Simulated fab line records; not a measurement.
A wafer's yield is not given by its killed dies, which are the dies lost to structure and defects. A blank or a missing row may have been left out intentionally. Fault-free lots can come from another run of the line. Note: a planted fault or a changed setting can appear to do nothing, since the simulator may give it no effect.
fab line records	flow n5_finfet
[record] lots = 6	wafers = 18	last_day = 18
route steps=1938 shown BEOL_M1@785 BEOL_M4@1111 PASSIVATION@1936
lots untouched by any fault: they come from a run of this same line in which no faults occurred
start_h: hours from the record's opening day to when the first of the lot's shown wafers began	wait_h: hours elapsed since this lot's preceding step	" the same as in the row above	L1.1+2: several wafers, shown together as one row	- no value, or no start was given	* or withheld: withheld	< > ~ a bound
route shown NAME@n: NAME is a module with steps in the file, n the number in the route of the first one	usual: the fault-free wafers' mean and standard deviation	same: alike in all rows	chamber/n: place in a boat	sites: each site's reading	_std_site: how widely they spread, as a standard deviation	_edge_site: inner sites' mean taken away from outer sites' mean	radius_mm: for every site, how far away it sits from the centre of the wafer	mask NAME#n: copy n	behind: the tool/chamber that last shaped the wafer	hold: why the lot went on hold/how many hours it stayed there/how the hold came to an end	device: whichever transistor did not switch (one of n, p or np)	end of line: tests run on the same wafers once the route is complete	a step without rows: its recipe alone	killed: count of dies lost to structure and defects at first sort (not the wafer's yield)	map: a wafer's dies, marking killed ones x, the rest . and places with no die _
set.NAME: the setting the step ran with; set.NAME@STEP: the setting that earlier step ran with	model.NAME: the simulator's own value behind a step, which no gauge read
a table for each step, a row for each wafer; lots at some steps of the route
services: when a tool's chamber went out of use (start_h, in hours from the record's first day, below 0 if earlier), for how many hours, and the reason
[[steps]]
[step N5_BEOL_M1_DEVELOP_27]
[recipe] develop_time_s = 30	developer = TMAH	resist = CAR-EUV	rinse_liquid = surfactant_rinse	dry = air_spin	dev_temp_c = 23
[step N5_BEOL_M1_CD_MEAS_28]
[recipe] landing_energy_ev = 500	detector = se_inlens	target_cd_y_nm = 23.3
[usual] cd_nm = 24.13/0.25
lot.wafer	tool	chamber	start_h	wait_h	cd_nm
L600.1	cd_sem-01	0	127.33	-	23.89
L600.4	"	0	"	"	23.85
L600.5	"	0	"	"	24.19
L603.1	cd_sem-03	0	143.26	-	24.44
L603.3	"	0	"	"	24.23
L603.4	"	0	"	"	24.10
L604.2	cd_sem-03	0	149.66	-	24.33
L604.4	"	0	"	"	23.97
L604.6	"	0	"	"	24.42
L617.2	cd_sem-02	0	226.87	-	24.22
L617.5	"	0	"	"	23.75
L617.6	"	0	"	"	24.03
L619.1	cd_sem-01	0	236.90	-	24.06
L619.3	"	0	"	"	24.18
L619.4	"	0	"	"	24.41
L623.3	cd_sem-02	0	263.41	-	24.20
L623.4	"	0	"	"	24.66
L623.5	"	0	"	"	24.37
[step N5_BEOL_M1_OVL_MEAS_29]
[recipe] points_per_wafer = 522
[usual] V0_OVL = 0.1/0.67
lot.wafer	tool	chamber	start_h	wait_h	V0_OVL[nm]
L600.1	overlay-01	0	127.36	0.0	0.7
L600.4	"	0	"	"	0.4
L600.5	"	0	"	"	0.4
L603.1	overlay-02	0	143.29	0.0	-0.1
L603.3	"	0	"	"	-0.7
L603.4	"	0	"	"	1.1
L604.2	overlay-01	0	149.70	0.0	0.8
L604.4	"	0	"	"	0.3
L604.6	"	0	"	"	1.5
L617.2	overlay-02	0	226.91	0.0	-0.4
L617.5	"	0	"	"	0.0
L617.6	"	0	"	"	-0.7
L619.1	overlay-01	0	236.93	0.0	-0.2
L619.3	"	0	"	"	-0.8
L619.4	"	0	"	"	-0.7
L623.3	overlay-01	0	263.45	0.0	0.4
L623.4	"	0	"	"	-0.1
L623.5	"	0	"	"	-0.1
[step N5_BEOL_M1_INSPECT_30]
[recipe] mode = adi	inspect_instrument = brightfield
[usual] raw_defect_count = 387/83
lot.wafer	tool	chamber	start_h	wait_h	raw_defect_count
L600.1	defect_inspect-02	-	127.42	0.1	389
L600.4	"	-	"	"	380
L600.5	"	-	"	"	249
L603.1	defect_inspect-01	-	143.35	0.1	352
L603.3	"	-	"	"	260
L603.4	"	-	"	"	259
L604.2	defect_inspect-02	-	149.75	0.0	580
L604.4	"	-	"	"	353
L604.6	"	-	"	"	385
L617.2	defect_inspect-02	-	226.96	0.0	314
L617.5	"	-	"	"	302
L617.6	"	-	"	"	301
L619.1	defect_inspect-01	-	236.99	0.1	275
L619.3	"	-	"	"	326
L619.4	"	-	"	"	281
L623.3	defect_inspect-02	-	263.50	0.0	515
L623.4	"	-	"	"	477
L623.5	"	-	"	"	508
[step N5_BEOL_M1_DESCUM_33]
[recipe] chemistry = O2	time_s = 7	source_power_w = 50	bias_power_w = 20	pressure_mtorr = 20	rf_frequency_hz = 2.712e+07	temp_c = 40	resist = CAR-EUV	o2_flow_sccm = 225
[usual] drypump_motor_current_A = 5.9/0.53	o2_flow_sccm = 224.9/0.73	oes_product_au = 0.80/0.11	rf_vpp_V = 243.4/1.3	showerhead_plenum_p_Torr = 2.11/0.073	throttle_valve_pct = 20.38/0.18
lot.wafer	tool	chamber	start_h	wait_h	drypump_motor_current_A	o2_flow_sccm	oes_product_au	rf_hours_counter_h	rf_vpp_V	showerhead_plenum_p_Torr	throttle_valve_pct
L600.1	rie_diel-05	1	127.45	0.0	5.6	224.4	0.79	122	242.5	2.03	20.31
L600.4	"	3	"	"	6.4	225.5	0.81	80	242.3	2.03	20.30
L600.5	"	1	"	"	5.6	223.0	0.80	-	242.4	2.03	20.31
L603.1	rie_diel-05	0	143.57	0.2	5.5	224.4	0.71	200	244.7	2.16	20.31
L603.3	"	1	"	"	5.6	226.0	0.77	126	242.6	2.02	20.32
L603.4	"	3	"	"	6.3	224.2	0.80	85	242.1	2.03	20.30
L604.2	rie_diel-02	2	149.79	0.0	6.8	225.8	0.87	58	243.0	2.11	20.63
L604.4	"	1	"	"	6.2	225.4	0.70	247	240.9	2.05	20.61
L604.6	"	2	"	"	6.7	225.5	0.86	-	243.4	2.11	20.63
L617.2	rie_diel-02	2	226.99	0.0	6.7	224.3	0.83	88	244.0	2.10	20.67
L617.5	"	3	"	"	6.5	224.8	0.77	-	242.7	2.08	20.47
L617.6	"	2	"	"	6.7	223.8	0.82	-	244.4	2.10	20.70
L619.1	rie_diel-02	3	237.07	0.1	6.5	224.2	0.77	172	245.2	2.08	20.47
L619.3	"	2	"	"	6.8	224.6	0.81	91	244.1	2.10	20.68
L619.4	"	1	"	"	6.2	225.7	0.90	16	242.2	2.04	20.26
L623.3	rie_diel-05	3	263.53	0.0	6.3	224.9	0.76	124	242.8	2.01	20.36
L623.4	"	2	"	"	6.4	224.5	0.87	59	242.2	2.05	20.47
L623.5	"	2	"	"	6.5	224.5	0.87	-	243.2	2.05	20.47
[step N5_BEOL_M1_ETCH_77]
[recipe] chemistry = N2/H2	target = underlayer	target_depth_a = 65	mask_material = CAR-EUV	time_s = 5.2	ion_energy_ev = 200	pressure_mtorr = 30	source_w = 840	bias_w = 150	n2_flow_sccm = 200	h2_flow_sccm = 200	ends = cleared
[usual] drypump_motor_current_A = 5.9/0.53	etch_rf_on_time_s = 5.22/0.15	oes_product_au = 0.68/0.088	rf_vpp_V = 524.5/2.6	showerhead_plenum_p_Torr = 2.56/0.085	throttle_valve_pct = 17.84/0.25
lot.wafer	tool	chamber	start_h	wait_h	drypump_motor_current_A	etch_rf_on_time_s	oes_product_au	rf_hours_counter_h	rf_vpp_V	showerhead_plenum_p_Torr	throttle_valve_pct
L600.1	rie_diel-05	1	127.49	0.0	5.6	5.05	0.68	122	521.2	2.45	17.70
L600.4	"	3	"	"	6.4	5.20	0.71	80	521.5	2.46	17.81
L600.5	"	1	"	"	5.6	5.08	0.67	-	519.4	2.45	17.72
L603.1	rie_diel-05	0	143.60	0.0	5.4	5.14	0.60	200	527.3	2.63	17.97
L603.3	"	1	"	"	5.6	5.22	0.66	126	521.0	2.45	17.70
L603.4	"	3	"	"	6.3	5.33	0.69	85	521.5	2.46	17.83
L604.2	rie_diel-02	2	149.82	0.0	6.7	5.35	0.71	58	522.0	2.58	18.05
L604.4	"	1	"	"	6.2	5.38	0.58	247	522.0	2.50	18.31
L604.6	"	2	"	"	6.7	5.33	0.71	-	525.7	2.58	18.05
L617.2	rie_diel-02	2	227.03	0.0	6.7	5.34	0.69	88	523.8	2.57	18.11
L617.5	"	3	"	"	6.4	5.30	0.64	-	524.4	2.54	17.96
L617.6	"	2	"	"	6.7	5.35	0.69	-	522.9	2.57	18.14
L619.1	rie_diel-02	3	237.10	0.0	6.5	5.36	0.63	172	521.9	2.54	17.94
L619.3	"	2	"	"	6.7	5.39	0.68	91	524.0	2.56	18.10
L619.4	"	1	"	"	6.2	5.33	0.77	16	521.9	2.49	17.88
L623.3	rie_diel-05	3	263.57	0.0	6.3	5.26	0.66	124	520.0	2.45	17.91
L623.4	"	2	"	"	6.5	5.21	0.74	59	523.8	2.48	17.73
L623.5	"	2	"	"	6.5	5.23	0.73	-	523.5	2.48	17.73
[step N5_BEOL_M1_ETCH_69]
[recipe] chemistry = CF4	target = SiARC	target_depth_a = 156	mask_material = CAR-EUV	time_s = 26	ion_energy_ev = 80	pressure_mtorr = 40	source_w = 545	bias_w = 36	Ar_flow_sccm = 100	cf4_flow_sccm = 100	ends = cleared
[usual] drypump_motor_current_A = 5.9/0.53	etch_rf_on_time_s = 26.1/0.69	oes_product_au = 0.68/0.088	rf_vpp_V = 184.4/1.1	showerhead_plenum_p_Torr = 2.16/0.069	throttle_valve_pct = 15.59/0.22
lot.wafer	tool	chamber	start_h	wait_h	drypump_motor_current_A	etch_rf_on_time_s	oes_product_au	rf_hours_counter_h	rf_vpp_V	showerhead_plenum_p_Torr	throttle_valve_pct
L600.1	rie_diel-05	1	127.51	0.0	5.6	25.4	0.67	122	183.6	2.07	15.48
L600.4	"	3	"	"	6.3	26.7	0.69	80	182.1	2.07	15.45
L600.5	"	1	"	"	5.6	25.5	0.67	-	182.6	2.07	15.47
L603.1	rie_diel-05	0	143.62	0.0	5.4	25.7	0.61	200	185.2	2.21	15.57
L603.3	"	1	"	"	5.6	26.1	0.67	126	183.4	2.07	15.49
L603.4	"	3	"	"	6.4	26.7	0.70	85	185.1	2.07	15.46
L604.2	rie_diel-02	2	149.84	0.0	6.7	27.1	0.71	58	185.6	2.18	15.85
L604.4	"	1	"	"	6.2	27.4	0.58	247	183.6	2.12	15.97
L604.6	"	2	"	"	6.7	27.1	0.71	-	184.7	2.18	15.84
L617.2	rie_diel-02	2	227.05	0.0	6.7	26.6	0.69	88	185.8	2.17	15.91
L617.5	"	3	"	"	6.5	26.2	0.64	-	183.7	2.13	15.74
L617.6	"	2	"	"	6.7	26.6	0.68	-	184.4	2.17	15.91
L619.1	rie_diel-02	3	237.12	0.0	6.5	26.7	0.63	172	185.0	2.13	15.73
L619.3	"	2	"	"	6.7	26.9	0.68	91	184.0	2.16	15.92
L619.4	"	1	"	"	6.2	26.8	0.75	16	182.5	2.11	15.49
L623.3	rie_diel-05	3	263.58	0.0	6.3	26.6	0.67	124	183.4	2.06	15.52
L623.4	"	2	"	"	6.5	26.1	0.73	59	183.7	2.10	15.63
L623.5	"	2	"	"	6.4	26.4	0.74	-	182.7	2.10	15.62
[step N5_BEOL_M1_ALD_98]
[recipe] material = SiO2	target_thk_a = 25	temp_c = 100	ald_precursor_family = BDEAS	ald_co_reactant = O2-plasma	pulse_time_s = 1	co_reactant_pulse_time_s = 1	purge_time_s = 2	co_reactant_purge_time_s = 2	ald_cycles = 17	pressure_torr = 2
[usual] heater_power_w = 75/8.7	precursor_pulse_height_rel = 1.000/0.021
[same] ald_cycles = 17
lot.wafer	tool	chamber	start_h	wait_h	heater_power_w	precursor_pulse_height_rel	since_wet_clean_h
L600.1	ald_sin-04	2	127.59	0.1	72	0.971	119
L600.4	"	3	"	"	79	0.995	119
L600.5	"	2	"	"	71	0.980	-
L603.1	ald_sin-03	0	144.13	0.5	69	1.019	240
L603.3	"	1	"	"	85	0.981	240
L603.4	"	3	"	"	86	1.004	-
L604.2	ald_sin-04	1	150.30	0.4	79	1.000	141
L604.4	"	2	"	"	72	0.971	141
L604.6	"	0	"	"	70	1.012	-
L617.2	ald_sin-01	1	227.13	0.1	62	1.011	127
L617.5	"	3	"	"	86	0.989	-
L617.6	"	0	"	"	69	0.991	-
L619.1	ald_sin-04	2	237.22	0.1	70	0.986	228
L619.3	"	3	"	"	80	0.988	228
L619.4	"	0	"	"	72	0.993	228
L623.3	ald_sin-03	1	263.76	0.1	87	1.024	360
L623.4	"	0	"	"	69	1.003	360
L623.5	"	3	"	"	86	1.008	-
[step N5_BEOL_M1_ETCHBACK_99]
[recipe] chemistry = CHF3	target = SiO2	target_depth_a = 50	time_s = 10.4	source_w = 215	bias_w = 47	Ar_flow_sccm = 200	CHF3_flow_sccm = 12	ion_energy_ev = 100	pressure_mtorr = 30
[step N5_BEOL_M1_ETCH_70]
[recipe] chemistry = N2/H2	target = SOC	target_depth_a = 800	overetch_a = 160	mask_material = SiARC	temp_c = 40	time_s = 120	ion_energy_ev = 200	pressure_mtorr = 30	source_w = 840	bias_w = 150	n2_flow_sccm = 200	h2_flow_sccm = 200
[usual] drypump_motor_current_A = 5.9/0.56	oes_product_au = 0.62/0.075	rf_vpp_V = 524.3/2.5	run_length_s = 143.3/0.43	showerhead_plenum_p_Torr = 2.56/0.083	throttle_valve_pct = 17.82/0.24
lot.wafer	tool	chamber	start_h	wait_h	drypump_motor_current_A	oes_product_au	rf_hours_counter_h	rf_vpp_V	run_length_s	showerhead_plenum_p_Torr	throttle_valve_pct
L600.1	rie_diel-02	3	127.74	0.0	6.5	0.61	135	523.9	143.3	2.55	17.85
L600.4	"	2	"	"	6.7	0.66	52	523.7	142.9	2.58	18.01
L600.5	"	2	"	"	6.8	0.66	-	525.6	142.7	2.58	18.01
L603.1	rie_diel-05	3	145.29	0.0	6.4	0.63	85	522.1	143.5	2.46	17.77
L603.3	"	1	"	"	5.6	0.59	126	520.2	144.2	2.45	17.65
L603.4	"	0	"	"	5.5	0.55	201	526.0	143.0	2.63	17.92
L604.2	rie_diel-04	0	150.47	0.0	5.4	0.51	239	525.9	143.8	2.60	18.32
L604.4	"	2	"	"	5.7	0.54	-	525.2	143.2	2.61	17.75
L604.6	"	1	"	"	5.4	0.53	-	526.1	144.3	2.62	17.92
L617.2	rie_diel-02	2	229.24	0.0	6.7	0.62	88	524.5	142.9	2.57	18.08
L617.5	"	0	"	"	5.0	0.74	-	526.8	142.2	2.70	17.46
L617.6	"	1	"	"	6.2	0.68	-	522.6	143.1	2.50	17.84
L619.1	rie_diel-02	3	238.36	0.0	6.5	0.58	173	523.7	143.5	2.54	17.92
L619.3	"	0	"	"	5.1	0.74	9	527.8	142.4	2.70	17.48
L619.4	"	2	"	"	6.7	0.61	91	523.9	142.9	2.56	18.09
L623.3	rie_diel-05	0	266.75	0.0	5.4	0.53	235	525.1	143.1	2.61	17.98
L623.4	"	2	"	"	6.5	0.66	60	521.9	143.4	2.48	17.69
L623.5	"	1	"	"	5.6	0.57	-	520.8	144.0	2.43	17.72
[step N5_BEOL_M1_STRIP_71]
[recipe] chemistry = N2/H2	temp_c = 40	n2_flow_sccm = 200	h2_flow_sccm = 200	rf_frequency_hz = 6e+07
[step N5_BEOL_M1_STRIP_78]
[recipe] chemistry = N2/H2	temp_c = 40	n2_flow_sccm = 200	h2_flow_sccm = 200	rf_frequency_hz = 6e+07
[step N5_BEOL_M1_VIA_ETCH_34]
[recipe] chemistry = C4F6/O2	target_depth_a = 678	mask_material = SOC	pressure_mtorr = 15	ion_energy_ev = 250	taper_deg = 4	time_s = 64.4	source_w = 350	bias_w = 170	Ar_flow_sccm = 300	C4F6_flow_sccm = 10	O2_flow_sccm = 10
[usual] O2_flow_sccm = 10.00/0.031	drypump_motor_current_A = 5.9/0.56	oes_product_au = 0.81/0.1	rf_vpp_V = 661/11	run_length_s = 87.8/0.42	showerhead_plenum_p_Torr = 2.86/0.09	throttle_valve_pct = 30.74/0.25
lot.wafer	tool	chamber	start_h	wait_h	O2_flow_sccm	drypump_motor_current_A	oes_product_au	rf_hours_counter_h	rf_vpp_V	run_length_s	showerhead_plenum_p_Torr	throttle_valve_pct	model.etch.depth_nm	model.SOC_of_BEOL_M1_COAT_67.thk_nm
L600.1	rie_diel-02	3	127.84	0.0	9.97	6.5	0.77	135	660	87.9	2.85	30.76	65.99	52.4
L600.4	"	2	"	"	10.01	6.7	0.85	52	654	87.8	2.88	31.05	66.49	52.4
L600.5	"	2	"	"	9.99	6.8	0.85	-	654	87.7	2.88	31.05	66.49	52.2
L603.1	rie_diel-05	3	145.39	0.0	9.98	6.3	0.81	85	667	88.0	2.74	30.48	66.1	52.4
L603.3	"	1	"	"	10.00	5.6	0.78	126	645	88.2	2.75	30.59	68.05	52.2
L603.4	"	0	"	"	10.01	5.5	0.71	201	662	87.7	2.92	30.61	68.22	52.4
L604.2	rie_diel-04	0	150.57	0.0	9.96	5.4	0.67	239	698	87.7	2.91	31.17	67.81	52.2
L604.4	"	2	"	"	10.03	5.7	0.70	-	669	87.7	2.94	30.91	67.23	52
L604.6	"	1	"	"	10.02	5.3	0.68	-	665	88.2	2.93	30.64	66.26	52.2
L617.2	rie_diel-02	2	229.35	0.0	10.02	6.7	0.79	88	654	78.6	2.87	31.10	57.11	53
L617.5	"	0	"	"	9.98	5.0	1.00	-	666	78.0	2.99	30.26	60.81	52.6
L617.6	"	1	"	"	10.02	6.2	0.90	-	668	78.6	2.81	30.92	57.8	52.8
L619.1	rie_diel-02	3	238.46	0.0	9.96	6.5	0.75	173	660	79.3	2.84	30.80	57.54	53.2
L619.3	"	0	"	"	10.00	5.1	0.98	9	666	78.1	2.99	30.25	60.25	53
L619.4	"	2	"	"	10.00	6.7	0.80	91	655	79.0	2.87	31.08	57.14	53
L623.3	rie_diel-05	0	266.85	0.0	10.02	5.4	0.70	235	660	87.5	2.91	30.65	69.06	52.2
L623.4	"	2	"	"	10.06	6.4	0.86	60	650	87.8	2.78	30.76	68.14	52.2
L623.5	"	1	"	"	10.00	5.6	0.75	-	646	88.2	2.73	30.65	67.9	52.2
[step N5_BEOL_M1_STRIP_83]
[recipe] chemistry = C4F6/O2	resist = SiARC	rf_frequency_hz = 6e+07
[step N5_BEOL_M4_RC_MEAS_101]
[usual] DIBL_N = 36.0/1.7	DIBL_P = 36.0/2	IOFF_N = 0.156/0.028	IOFF_P = 0.21/0.04	ION_N = 673/12	ION_P = 463/8.3	SS_N = 71.4/0.6	SS_P = 73.3/0.66	VT_N = 250/3	VT_P = -250/3.8
lot.wafer	tool	chamber	start_h	wait_h	DIBL_N[mV/V]	DIBL_P[mV/V]	IOFF_N[nA/um]	IOFF_P[nA/um]	ION_N[uA/um]	ION_P[uA/um]	SS_N[mV/dec]	SS_P[mV/dec]	VT_N[mV]	VT_P[mV]
L600.1	prober-01	0	165.37	0.0	36.6	36.3	0.169	0.20	665	462	72.6	73.6	248	-251
L600.4	"	0	"	"	36.5	36.8	0.171	0.21	666	457	72.2	73.2	250	-249
L600.5	"	0	"	"	35.7	35.4	0.155	0.19	682	461	71.5	73.3	250	-250
L603.1	prober-02	0	179.40	0.3	35.9	35.2	0.134	0.17	681	460	71.6	73.2	256	-254
L603.3	"	0	"	"	35.1	34.5	0.127	0.17	660	450	71.4	72.9	254	-255
L603.4	"	0	"	"	37.7	37.4	0.168	0.19	671	462	71.4	73.2	253	-254
L604.2	prober-01	0	181.66	0.2	36.5	37.9	0.164	0.24	667	462	71.3	73.4	252	-248
L604.4	"	0	"	"	35.1	36.4	0.134	0.22	671	469	71.3	72.9	253	-248
L604.6	"	0	"	"	35.4	37.0	0.144	0.23	671	469	71.8	73.0	250	-248
L617.2	prober-02	0	274.30	0.2	36.8	36.6	0.163	0.23	694	475	71.6	72.9	247	-247
L617.5	"	0	"	"	38.2	37.5	0.184	0.24	700	476	72.0	73.9	248	-245
L617.6	"	0	"	"	38.3	37.1	0.164	0.23	673	463	72.0	73.0	250	-249
L619.1	prober-02	0	289.46	0.0	36.7	36.6	0.148	0.21	660	449	70.5	74.0	249	-251
L619.3	"	0	"	"	35.5	36.0	0.147	0.20	680	464	70.5	73.3	249	-251
L619.4	"	0	"	"	34.5	33.5	0.130	0.17	662	452	70.3	72.1	253	-253
L623.3	prober-02	0	312.89	0.3	37.0	38.0	0.186	0.23	682	463	71.3	73.9	247	-249
L623.4	"	0	"	"	38.8	40.0	0.218	0.26	711	480	72.0	74.3	244	-247
L623.5	"	0	"	"	36.3	37.7	0.167	0.21	698	474	71.3	73.4	250	-252
[step N5_PASSIVATION_PROBE_49]
[usual] defect_limited_yield = 91.6/1.6	killed_at_M0_to_M3 = 31/10	killed_at_M4_up = 14/6.3	killed_at_contacts = 12/6.1	killed_at_front_end = 39/12	killed_at_other = 3.7/2.8	killed_dies = 100/19	killed_open = 66/14	killed_short = 33/8.1	sort_bin_5_function = 5.0/1.1	sort_bin_6_memory = 3.2/0.66	sort_n_pass = 1080/18	sort_yield_pct = 91.6/1.6
[same] gross_dies = 1180	killed_at_back_side = 0	sort_bin_4_leakage[%] = 0	sort_bin_8_speed[%] = 0
lot.wafer	tool	chamber	start_h	wait_h	defect_limited_yield[%]	killed_at_M0_to_M3	killed_at_M4_up	killed_at_contacts	killed_at_front_end	killed_at_other	killed_dies	killed_open	killed_short	sort_bin_5_function[%]	sort_bin_6_memory[%]	sort_n_pass	sort_yield_pct[%]
L603.1	prober-02	-	280.45	0.0	93.7	22	11	15	24	2	74	51	23	4.2	1.9	1106	93.7
L603.3	prober-02	-	280.55	0.1	91.7	21	13	10	53	1	98	72	26	3.8	4.2	1082	91.7
L603.4	prober-02	-	280.60	0.2	92.8	21	18	11	31	4	85	52	33	3.7	3.3	1095	92.8
L604.2	prober-02	-	286.25	0.1	92.0	22	4	22	43	3	94	59	33	4.7	3.1	1086	92.0
L604.4	prober-02	-	286.35	0.2	92.4	40	11	12	26	1	90	56	33	4.7	2.8	1090	92.4
L604.6	prober-02	-	286.45	0.3	93.6	25	9	11	28	2	75	47	28	4.2	2.1	1105	93.6
L619.1	prober-01	-	393.20	0.0	91.9	13	24	10	42	6	95	68	27	4.7	3.1	1085	91.9
L619.3	prober-01	-	393.30	0.1	90.0	32	9	29	45	3	118	89	27	5.8	4.1	1062	90.0
L619.4	prober-01	-	393.35	0.2	93.3	23	13	17	26	0	79	53	26	3.9	2.5	1101	93.3
// killed by level:class
L603.1 MOL_CONTACT_COAG:geometric_particle:open=13 BEOL_M4:geometric_particle:open=8 STI_FIN_REVEAL:geometric_particle:open=7 BEOL_M2:geometric_particle:open=7 BEOL_M0_SAQP:geometric_particle:short=6 BEOL_M0_SAQP:geometric_particle:open=6 STARTING-WAFER:geometric_particle:short=6 FIN_SAQP:geometric_particle:short=4
L603.3 STI_FIN_REVEAL:geometric_particle:open=29 MOL_CONTACT_COAG:geometric_particle:open=8 BEOL_M2:geometric_particle:open=8 STI_FIN_REVEAL:geometric_particle:short=7 BEOL_M0_SAQP:geometric_particle:open=5 STARTING-WAFER:geometric_particle:short=5 DUMMY_GATE:geometric_particle:open=4 BEOL_M1:geometric_particle:open=3
L603.4 STI_FIN_REVEAL:geometric_particle:open=11 BEOL_M4:geometric_particle:open=9 GATE_CUT:geometric_particle:short=8 FIN_SAQP:geometric_particle:open=6 MOL_CONTACT_COAG:geometric_particle:open=6 MOL_CONTACT_COAG:geometric_particle:short=5 BEOL_M0_SAQP:geometric_particle:open=4 BEOL_M2:geometric_particle:open=4
L604.2 MOL_CONTACT_COAG:geometric_particle:open=14 FIN_SAQP:geometric_particle:short=8 STI_FIN_REVEAL:geometric_particle:open=7 BEOL_M0_SAQP:geometric_particle:open=7 GATE_CUT:geometric_particle:open=6 MOL_CONTACT_COAG:geometric_particle:short=6 STARTING-WAFER:geometric_particle:open=6 FIN_SAQP:geometric_particle:open=5
L604.4 MOL_CONTACT_COAG:geometric_particle:open=10 BEOL_M0_SAQP:geometric_particle:short=10 BEOL_M0_SAQP:geometric_particle:open=9 BEOL_M2:geometric_particle:open=9 FIN_SAQP:geometric_particle:open=5 BEOL_M1:geometric_particle:open=5 BEOL_M4:geometric_particle:open=5 FIN_SAQP:geometric_particle:short=4
L604.6 MOL_CONTACT_COAG:geometric_particle:open=8 BEOL_M0_SAQP:geometric_particle:short=7 FIN_SAQP:geometric_particle:short=5 DUMMY_GATE:geometric_particle:open=5 BEOL_M0_SAQP:geometric_particle:open=5 BEOL_M2:geometric_particle:open=5 STI_FIN_REVEAL:geometric_particle:open=4 BEOL_M4:geometric_particle:open=4
L619.1 BEOL_M5:geometric_particle:open=12 STI_FIN_REVEAL:geometric_particle:open=11 MOL_CONTACT_COAG:geometric_particle:open=10 BEOL_M1:geometric_particle:open=9 GATE_CUT:geometric_particle:short=7 FIN_SAQP:geometric_particle:short=5 FIN_SAQP:geometric_particle:open=5 STARTING-WAFER:geometric_particle:open=5
L619.3 MOL_CONTACT_COAG:geometric_particle:open=25 STI_FIN_REVEAL:geometric_particle:open=14 FIN_SAQP:geometric_particle:open=10 BEOL_M3:geometric_particle:open=10 BEOL_M0_SAQP:geometric_particle:short=8 BEOL_M0_SAQP:geometric_particle:open=7 FIN_SAQP:geometric_particle:short=5 DUMMY_GATE:geometric_particle:open=4
L619.4 MOL_CONTACT_COAG:geometric_particle:open=11 STI_FIN_REVEAL:geometric_particle:open=7 FIN_SAQP:geometric_particle:open=6 MOL_CONTACT_COAG:geometric_particle:short=6 BEOL_M0_SAQP:geometric_particle:short=6 BEOL_M0_SAQP:geometric_particle:open=5 BEOL_M4:geometric_particle:open=4 FIN_SAQP:geometric_particle:short=3
[[services]]
tool	chamber	start_h	hours	kind
ald_sin-01	2	126.17	3.7	repair
rie_diel-04	3	136.00	-	clean
rie_diel-04	3	136.00	-	consumable_replace:focus_ring
rie_diel-04	3	136.00	-	consumable_replace:showerhead
rie_diel-04	3	136.00	14.5	scheduled_down
rie_diel-04	3	136.00	14.5	vent_cycle
rie_diel-04	1	142.41	4.1	repair
rie_diel-05	0	149.93	9.9	repair
rie_diel-02	1	158.69	-	clean
rie_diel-02	1	158.69	-	consumable_replace:focus_ring
rie_diel-02	1	158.69	32.3	scheduled_down
rie_diel-02	1	158.69	32.3	vent_cycle
rie_diel-04	0	184.42	-	clean
rie_diel-04	0	184.42	-	consumable_replace:esc
rie_diel-04	0	184.42	-	consumable_replace:focus_ring
rie_diel-02	0	191.04	-	clean
rie_diel-02	0	191.04	-	consumable_replace:focus_ring
rie_diel-02	0	191.04	-	consumable_replace:showerhead
rie_diel-02	0	191.04	13.5	scheduled_down
rie_diel-02	0	191.04	13.5	vent_cycle
ald_sin-04	3	194.48	12.8	repair
rie_diel-04	1	220.95	-	clean
rie_diel-04	1	220.95	-	consumable_replace:focus_ring
ald_sin-01	0	257.92	4.3	repair
[[key]]
[first_sign] step = N5_BEOL_M1_VIA_ETCH_34	reading = run_length_s	direction = down	sigmas = 22	usual = *	struck = *
effect none on later readings
[model_effect] step = N5_BEOL_M1_VIA_ETCH_34	value = etch.depth_nm	without = 67.52	struck = 58.44
met_at N5_BEOL_M1_VIA_ETCH_34
struck_wafers L617.2,L617.5,L617.6,L619.1,L619.3,L619.4
onset_between 127.84 229.35
[fault] kind = process_parameter_drift	tool = rie_diel-02	chamber = -	onset_h = 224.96	steps = N5_BEOL_M1_VIA_ETCH_34	channel = time_s	offset = *	shape = step	end_h = 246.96	acts_in = *	stated = *
